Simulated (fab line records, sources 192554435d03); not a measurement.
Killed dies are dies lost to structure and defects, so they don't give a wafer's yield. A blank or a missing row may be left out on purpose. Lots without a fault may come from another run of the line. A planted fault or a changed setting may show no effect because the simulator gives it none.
Split-lot experiment | flow n5_finfet | 7 lots, 21 wafers read, on a route of 1938 steps

THE SPLIT
At N5_BEOL_M6_COAT_22 (resist thk 30 nm), the setting spin_rpm was moved away from the recipe's 1500 rpm on 4 of the 21 wafers read, by +6.1% to +9.4%. The other wafers ran this setting at the recipe's value.

The reading is taken at the split's own step.

THE READING
CAR-EUV_of_BEOL_M6_COAT_22.thk_nm (the simulator's own value, which no gauge read), in nm, at N5_BEOL_M6_COAT_22 (resist thk 30 nm). The file gives no usual value for it.

wafer  | tool, chamber at the split | spin_rpm as run, rpm | against the recipe | CAR-EUV_of_BEOL_M6_COAT_22.thk_nm, nm | against lot-mates on the recipe
L074.1 | litho_track-03, 0          | 1500                 | recipe             | 30                                    | -
L074.2 | litho_track-03, 0          | 1641                 | +9.4%              | 28.6                                  | -1.4
L074.6 | litho_track-03, 0          | 1641                 | +9.4%              | 28.8                                  | -1.2
L075.1 | litho_track-04, 0          | 1500                 | recipe             | 30                                    | -
L075.3 | litho_track-04, 0          | 1500                 | recipe             | 30                                    | -
L075.4 | litho_track-04, 0          | 1500                 | recipe             | 30                                    | -
L084.1 | litho_track-03, 0          | 1500                 | recipe             | 30                                    | -
L084.3 | litho_track-03, 0          | 1500                 | recipe             | 30                                    | -
L084.5 | litho_track-03, 0          | 1500                 | recipe             | 30                                    | -
L088.1 | litho_track-04, 0          | 1592                 | +6.1%              | 29.2                                  | -0.8
L088.2 | litho_track-04, 0          | 1500                 | recipe             | 30                                    | -
L088.5 | litho_track-04, 0          | 1500                 | recipe             | 30                                    | -
L089.1 | litho_track-02, 0          | 1500                 | recipe             | 30                                    | -
L089.2 | litho_track-02, 0          | 1500                 | recipe             | 30                                    | -
L089.6 | litho_track-02, 0          | 1500                 | recipe             | 30                                    | -
L091.1 | litho_track-03, 0          | 1500                 | recipe             | 30                                    | -
L091.4 | litho_track-03, 0          | 1500                 | recipe             | 30                                    | -
L091.6 | litho_track-03, 0          | 1630                 | +8.7%              | 28.8                                  | -1.2
L095.1 | litho_track-03, 0          | 1500                 | recipe             | 30                                    | -
L095.3 | litho_track-03, 0          | 1500                 | recipe             | 30                                    | -
L095.5 | litho_track-03, 0          | 1500                 | recipe             | 30                                    | -

THE FIT
A straight line over all 21 wafers: CAR-EUV_of_BEOL_M6_COAT_22.thk_nm changes by -0.137 nm for each +1% of spin_rpm; r = -1.00; the points scatter about the line by 0.034 nm.
The same after taking each lot's own level away (the mean of its wafers on the recipe; 21 wafers): -0.137 nm for each +1%; r = -1.00; scatter 0.034 nm.
On that fit, the largest move of spin_rpm shifts the reading by 1.3 nm.
The lots' own levels span 30.00 to 30.00 nm.
So the lot-to-lot level changes the slope little: the two slopes agree.
Check: with one of the wafers moved furthest among these (+9.4%) left out of the fit, the line predicts -1.24 nm for it against its lot-mates. It came out at -1.4 nm against them.

OTHER SPLITS ON THESE WAFERS
These wafers also went through other splits before the reading. Each is held against what the fit with the lots' levels taken away leaves over:
other split on the same wafers   | wafers away from the commonest value | r with CAR-EUV_of_BEOL_M6_COAT_22.thk_nm (lot level and that fit taken away)
N5_BEOL_M2_COAT_62 spin_rpm      | 4                                    | +0.12
N5_BEOL_M3_ETCH_64 time_s        | 6                                    | +0.14
N5_BEOL_M3_COAT_22 spin_rpm      | 8                                    | +0.09
N5_BEOL_M4_TRENCH_ETCH_37 time_s | 9                                    | +0.25

THE FILE'S OWN FIT
CAR-EUV_of_BEOL_M6_COAT_22.thk_nm changes by -0.137 nm for each +1% of spin_rpm, r = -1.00.
